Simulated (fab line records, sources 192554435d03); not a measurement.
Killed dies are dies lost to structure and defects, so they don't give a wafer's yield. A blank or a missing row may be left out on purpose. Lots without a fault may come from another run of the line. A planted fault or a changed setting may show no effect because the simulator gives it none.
Which tool did it? | flow n5_finfet | 24 lots, 72 wafers sampled, at 6 steps of a route of 1938

WHAT THE GAUGES READ, wafer by wafer
N5_BEOL_M6_OVL_MEAS_12.
lot  | measured     | on         | M6_OVL (nm)
L075 | day 9 11:38  | overlay-02 | 0.2 0.6 0.3
L074 | day 9 12:06  | overlay-02 | -0.4 -1.0 -0.4
L076 | day 9 19:24  | overlay-02 | 0.2 -0.3 0.6
L079 | day 10 03:35 | overlay-02 | 1.0 1.1 0.7
L077 | day 10 11:32 | overlay-02 | -0.9 -0.6 -0.9
L078 | day 10 16:58 | overlay-01 | -0.6 -0.5 0.1
L081 | day 10 23:49 | overlay-02 | -0.1 1.3 -0.1
L080 | day 11 10:56 | overlay-01 | -0.8 0.0 -0.1
L082 | day 11 11:06 | overlay-02 | 0.5 0.0 0.0
L083 | day 11 15:35 | overlay-02 | 1.0 0.8 0.0
L085 | day 11 18:46 | overlay-01 | -1.0 -0.8 -0.5
L084 | day 11 19:13 | overlay-01 | 0.2 0.1 -1.0
L086 | day 12 18:06 | overlay-01 | 1.1 -0.1 -0.2
L087 | day 12 22:04 | overlay-02 | 0.7 -0.8 -1.0
L089 | day 12 22:26 | overlay-01 | 0.1 -0.4 -0.2
L090 | day 13 03:15 | overlay-01 | -0.4 -1.3 -0.7
L088 | day 13 07:23 | overlay-02 | -2.0 -0.7 -0.6
L091 | day 13 12:34 | overlay-01 | -1.2 -1.2 0.0
L092 | day 13 15:14 | overlay-01 | 0.4 0.5 0.1
L093 | day 14 03:48 | overlay-02 | -0.7 -1.3 -0.5
L094 | day 14 03:58 | overlay-02 | -0.2 0.2 -0.9
L095 | day 14 05:56 | overlay-01 | -0.8 -0.2 0.4
L096 | day 15 11:27 | overlay-02 | 0.5 -0.5 -0.2
L097 | day 16 15:37 | overlay-02 | -1.6 -1.6 -0.9

N5_BEOL_M6_CD_MEAS_28: target cd 40 nm.
lot  | measured     | on        | cd_nm (nm)
L075 | day 9 12:31  | cd_sem-02 | 40.07 40.12 39.89
L074 | day 9 13:46  | cd_sem-01 | 40.07 39.89 39.68
L076 | day 9 21:19  | cd_sem-03 | 39.97 40.36 40.37
L079 | day 10 05:25 | cd_sem-03 | 40.13 40.33 39.87
L077 | day 10 15:11 | cd_sem-02 | 40.09 39.82 40.23
L078 | day 10 19:20 | cd_sem-03 | 40.21 40.09 40.03
L081 | day 11 02:26 | cd_sem-02 | 39.74 40.30 39.63
L080 | day 11 12:35 | cd_sem-03 | 39.97 40.35 40.07
L082 | day 11 14:09 | cd_sem-01 | 40.29 39.62 40.33
L083 | day 11 17:24 | cd_sem-03 | 40.24 39.90 39.84
L085 | day 11 20:55 | cd_sem-02 | 40.10 40.18 40.30
L084 | day 11 21:00 | cd_sem-03 | 40.13 39.69 40.17
L086 | day 12 19:32 | cd_sem-02 | 40.18 39.88 40.03
L087 | day 13 01:38 | cd_sem-03 | 40.23 39.86 40.09
L089 | day 13 01:55 | cd_sem-03 | 40.09 40.31 39.93
L090 | day 13 06:27 | cd_sem-03 | 39.96 40.37 40.08
L088 | day 13 08:13 | cd_sem-03 | 40.04 40.01 40.22
L091 | day 13 13:31 | cd_sem-03 | 40.23 40.08 40.25
L092 | day 13 16:08 | cd_sem-02 | 39.73 39.88 40.44
L093 | day 14 08:13 | cd_sem-02 | 39.75 39.51 39.61
L094 | day 14 08:15 | cd_sem-03 | 39.88 40.17 39.78
L095 | day 14 10:19 | cd_sem-01 | 39.98 39.93 39.49
L096 | day 15 14:20 | cd_sem-03 | 39.97 39.85 39.94
L097 | day 16 18:46 | cd_sem-02 | 40.03 40.36 40.47

WHICH TOOL RAN EACH LOT (tool, then ch and the chambers of the sampled wafers, then the start)
lot  | N5_BEOL_M5_ALD_86                   | N5_BEOL_M5_SPUTTER_81        | N5_BEOL_M5_SPUTTER_83        | N5_BEOL_M5_ANNEAL_51
L075 | ald_metal-04 ch 1,2,3, day 9 03:29  | pvd_sputter-02, day 9 05:19  | pvd_sputter-02, day 9 06:23  | rtp_anneal-01 ch 0, day 9 08:49
L074 | ald_metal-02 ch 0,1,3, day 9 04:06  | pvd_sputter-03, day 9 05:53  | pvd_sputter-03, day 9 06:59  | rtp_anneal-02 ch 0, day 9 10:07
L076 | ald_metal-02 ch 0,3, day 9 11:28    | pvd_sputter-01, day 9 13:11  | pvd_sputter-01, day 9 14:17  | rtp_anneal-02 ch 0, day 9 16:51
L079 | ald_metal-02 ch 1,2,3, day 9 19:16  | pvd_sputter-03, day 9 21:26  | pvd_sputter-03, day 9 22:31  | rtp_anneal-01 ch 0, day 10 01:32
L077 | ald_metal-02 ch 1,2,3, day 10 02:46 | pvd_sputter-02, day 10 04:21 | pvd_sputter-02, day 10 05:26 | rtp_anneal-02 ch 0, day 10 07:49
L078 | ald_metal-02 ch 2,3, day 10 06:49   | pvd_sputter-01, day 10 08:34 | pvd_sputter-01, day 10 09:39 | rtp_anneal-01 ch 0, day 10 12:04
L081 | ald_metal-03 ch 1,2, day 10 14:41   | pvd_sputter-01, day 10 16:32 | pvd_sputter-01, day 10 17:37 | rtp_anneal-02 ch 0, day 10 20:05
L080 | ald_metal-04 ch 1,2, day 11 00:34   | pvd_sputter-02, day 11 03:38 | pvd_sputter-02, day 11 04:43 | rtp_anneal-01 ch 0, day 11 07:14
L082 | ald_metal-03 ch 0,1,3, day 11 02:52 | pvd_sputter-01, day 11 04:32 | pvd_sputter-01, day 11 05:38 | rtp_anneal-02 ch 0, day 11 08:03
L083 | ald_metal-02 ch 0,1, day 11 08:05   | pvd_sputter-03, day 11 09:41 | pvd_sputter-03, day 11 10:46 | rtp_anneal-01 ch 0, day 11 13:09
L085 | ald_metal-03 ch 2,3, day 11 08:26   | pvd_sputter-02, day 11 11:36 | pvd_sputter-02, day 11 12:41 | rtp_anneal-01 ch 0, day 11 15:04
L084 | ald_metal-03 ch 0,2, day 11 10:26   | pvd_sputter-01, day 11 12:19 | pvd_sputter-01, day 11 13:25 | rtp_anneal-01 ch 0, day 11 17:06
L086 | ald_metal-04 ch 1,2,3, day 12 07:55 | pvd_sputter-01, day 12 09:40 | pvd_sputter-01, day 12 10:44 | rtp_anneal-01 ch 0, day 12 13:13
L087 | ald_metal-03 ch 1,2, day 12 12:42   | pvd_sputter-01, day 12 14:35 | pvd_sputter-01, day 12 15:40 | rtp_anneal-01 ch 0, day 12 18:14
L089 | ald_metal-02 ch 0,2,3, day 12 12:47 | pvd_sputter-02, day 12 14:41 | pvd_sputter-02, day 12 15:55 | rtp_anneal-02 ch 0, day 12 18:34
L090 | ald_metal-03 ch 0,2,3, day 12 18:57 | pvd_sputter-02, day 12 20:41 | pvd_sputter-02, day 12 21:46 | rtp_anneal-02 ch 0, day 13 00:13
L088 | ald_metal-02 ch 0,1,2, day 12 22:26 | pvd_sputter-01, day 13 00:11 | pvd_sputter-01, day 13 01:17 | rtp_anneal-02 ch 0, day 13 03:53
L091 | ald_metal-04 ch 0,2,3, day 13 03:40 | pvd_sputter-02, day 13 05:30 | pvd_sputter-02, day 13 06:35 | rtp_anneal-02 ch 0, day 13 09:05
L092 | ald_metal-03 ch 0,3, day 13 06:52   | pvd_sputter-01, day 13 08:49 | pvd_sputter-01, day 13 09:55 | rtp_anneal-02 ch 0, day 13 12:20
L093 | ald_metal-02 ch 2,3, day 13 19:13   | pvd_sputter-03, day 13 21:01 | pvd_sputter-03, day 13 22:07 | rtp_anneal-02 ch 0, day 14 00:29
L094 | ald_metal-03 ch 0,2,3, day 13 19:29 | pvd_sputter-01, day 13 21:44 | pvd_sputter-01, day 13 22:49 | rtp_anneal-01 ch 0, day 14 01:12
L095 | ald_metal-04 ch 0,2,3, day 13 19:41 | pvd_sputter-02, day 13 23:45 | pvd_sputter-02, day 14 00:50 | rtp_anneal-02 ch 0, day 14 03:16
L096 | ald_metal-03 ch 0,2, day 15 03:46   | pvd_sputter-02, day 15 05:23 | pvd_sputter-02, day 15 06:29 | rtp_anneal-02 ch 0, day 15 08:53
L097 | ald_metal-02 ch 0,1,2, day 16 03:27 | pvd_sputter-02, day 16 05:27 | pvd_sputter-02, day 16 06:32 | rtp_anneal-01 ch 0, day 16 08:55
- N5_BEOL_M5_ALD_86: deposits TaN, pulse time 2 s, purge time 3 s, co reactant purge time 2 s.
- N5_BEOL_M5_SPUTTER_81: material Cu, target thk 15 nm, time 27.62 s.
- N5_BEOL_M5_SPUTTER_83: material Cu, target thk 15 nm, time 27.62 s.
- N5_BEOL_M5_ANNEAL_51: time 90 s.

WHAT THE TOOLS THEMSELVES READ (means of the sampled wafers that have a number; where no wafer has one, the mark that the record gives instead)
N5_BEOL_M5_ALD_86.
lot  | tool         | heater_power_w (W) | mfc_carrier_sccm (sccm)
L075 | ald_metal-04 | 416                | 1502
L074 | ald_metal-02 | 473                | 1499
L076 | ald_metal-02 | 433                | 1501
L079 | ald_metal-02 | 466                | 1499
L077 | ald_metal-02 | 472                | 1503
L078 | ald_metal-02 | 414                | 1501
L081 | ald_metal-03 | 440                | 1502
L080 | ald_metal-04 | 403                | 1497
L082 | ald_metal-03 | 393                | 1498
L083 | ald_metal-02 | 520                | 1502
L085 | ald_metal-03 | 429                | 1498
L084 | ald_metal-03 | 406                | 1501
L086 | ald_metal-04 | 414                | 1503
L087 | ald_metal-03 | 412                | 1500
L089 | ald_metal-02 | 427                | 1501
L090 | ald_metal-03 | 407                | 1499
L088 | ald_metal-02 | 462                | 1499
L091 | ald_metal-04 | 435                | 1505
L092 | ald_metal-03 | 388                | 1498
L093 | ald_metal-02 | 414                | 1499
L094 | ald_metal-03 | 410                | 1502
L095 | ald_metal-04 | 436                | 1497
L096 | ald_metal-03 | 431                | 1502
L097 | ald_metal-02 | 476                | 1496

N5_BEOL_M5_SPUTTER_81.
lot  | tool           | throttle_valve_pct (%)
L075 | pvd_sputter-02 | 28.9
L074 | pvd_sputter-03 | 30.2
L076 | pvd_sputter-01 | 30.9
L079 | pvd_sputter-03 | 30.4
L077 | pvd_sputter-02 | 29.1
L078 | pvd_sputter-01 | 30.3
L081 | pvd_sputter-01 | 30.8
L080 | pvd_sputter-02 | 29.6
L082 | pvd_sputter-01 | 29.9
L083 | pvd_sputter-03 | 30.2
L085 | pvd_sputter-02 | 28.8
L084 | pvd_sputter-01 | 30.6
L086 | pvd_sputter-01 | 31.4
L087 | pvd_sputter-01 | 30.0
L089 | pvd_sputter-02 | 29.2
L090 | pvd_sputter-02 | 29.1
L088 | pvd_sputter-01 | 31.5
L091 | pvd_sputter-02 | 29.1
L092 | pvd_sputter-01 | 30.0
L093 | pvd_sputter-03 | 31.0
L094 | pvd_sputter-01 | 30.2
L095 | pvd_sputter-02 | 28.7
L096 | pvd_sputter-02 | 29.8
L097 | pvd_sputter-02 | 29.0

N5_BEOL_M5_SPUTTER_83.
lot  | tool           | throttle_valve_pct (%)
L075 | pvd_sputter-02 | 29.0
L074 | pvd_sputter-03 | 30.2
L076 | pvd_sputter-01 | 30.8
L079 | pvd_sputter-03 | 30.3
L077 | pvd_sputter-02 | 29.1
L078 | pvd_sputter-01 | 30.3
L081 | pvd_sputter-01 | 30.8
L080 | pvd_sputter-02 | 29.7
L082 | pvd_sputter-01 | 30.1
L083 | pvd_sputter-03 | 30.0
L085 | pvd_sputter-02 | 28.7
L084 | pvd_sputter-01 | 30.6
L086 | pvd_sputter-01 | 31.3
L087 | pvd_sputter-01 | 30.1
L089 | pvd_sputter-02 | 29.1
L090 | pvd_sputter-02 | 29.1
L088 | pvd_sputter-01 | 31.5
L091 | pvd_sputter-02 | 28.9
L092 | pvd_sputter-01 | 30.1
L093 | pvd_sputter-03 | 30.9
L094 | pvd_sputter-01 | 30.2
L095 | pvd_sputter-02 | 28.8
L096 | pvd_sputter-02 | 29.6
L097 | pvd_sputter-02 | 29.1

N5_BEOL_M5_ANNEAL_51.
lot  | tool          | anneal_temp_c (C) | wafer_temp_C_max
L075 | rtp_anneal-01 | 225.04            | 226.20
L074 | rtp_anneal-02 | 225.25            | 226.23
L076 | rtp_anneal-02 | 225.04            | 226.14
L079 | rtp_anneal-01 | 224.96            | 225.95
L077 | rtp_anneal-02 | 225.14            | 226.13
L078 | rtp_anneal-01 | 224.95            | 226.01
L081 | rtp_anneal-02 | 225.08            | 226.07
L080 | rtp_anneal-01 | 225.13            | 225.74
L082 | rtp_anneal-02 | 224.96            | 226.09
L083 | rtp_anneal-01 | 225.04            | 225.74
L085 | rtp_anneal-01 | 224.91            | 225.67
L084 | rtp_anneal-01 | 225.04            | 225.91
L086 | rtp_anneal-01 | 224.95            | 225.96
L087 | rtp_anneal-01 | 224.97            | 225.99
L089 | rtp_anneal-02 | 225.11            | 226.39
L090 | rtp_anneal-02 | 225.13            | 226.11
L088 | rtp_anneal-02 | 225.05            | 226.03
L091 | rtp_anneal-02 | 224.87            | 226.12
L092 | rtp_anneal-02 | 224.96            | 226.37
L093 | rtp_anneal-02 | 224.99            | 226.23
L094 | rtp_anneal-01 | 225.05            | 226.10
L095 | rtp_anneal-02 | 224.88            | 226.15
L096 | rtp_anneal-02 | 225.00            | 226.12
L097 | rtp_anneal-01 | 225.08            | 225.47

THE ANSWER, worked out from the rows above alone
Rule: what is usual is taken from the lots themselves. Put in order of their means at a reading, lots are off if they are a third of the lots or fewer, leave a main group of 4 or more, and stand apart from it by a gap of 3 or more times the standard deviation of the main group's means; of several such gaps the widest counts. A main group whose means are all the same, to the digits that the tables above print for the reading, isn't used. A lot without any number at a reading at which 4 lots or more have one is off too. The other lots that the step has rows for count as sound. The gauges are gone through in route order, then the tools' own readings, and for those a lot's mean is taken as printed above. The first step at which some lot is off is used, and at that step the reading that is off furthest; a lot without a number counts as furthest.
No lot is off at any reading shown: from this, nothing can be told.

WHAT THE SIMULATOR HAD PUT IN
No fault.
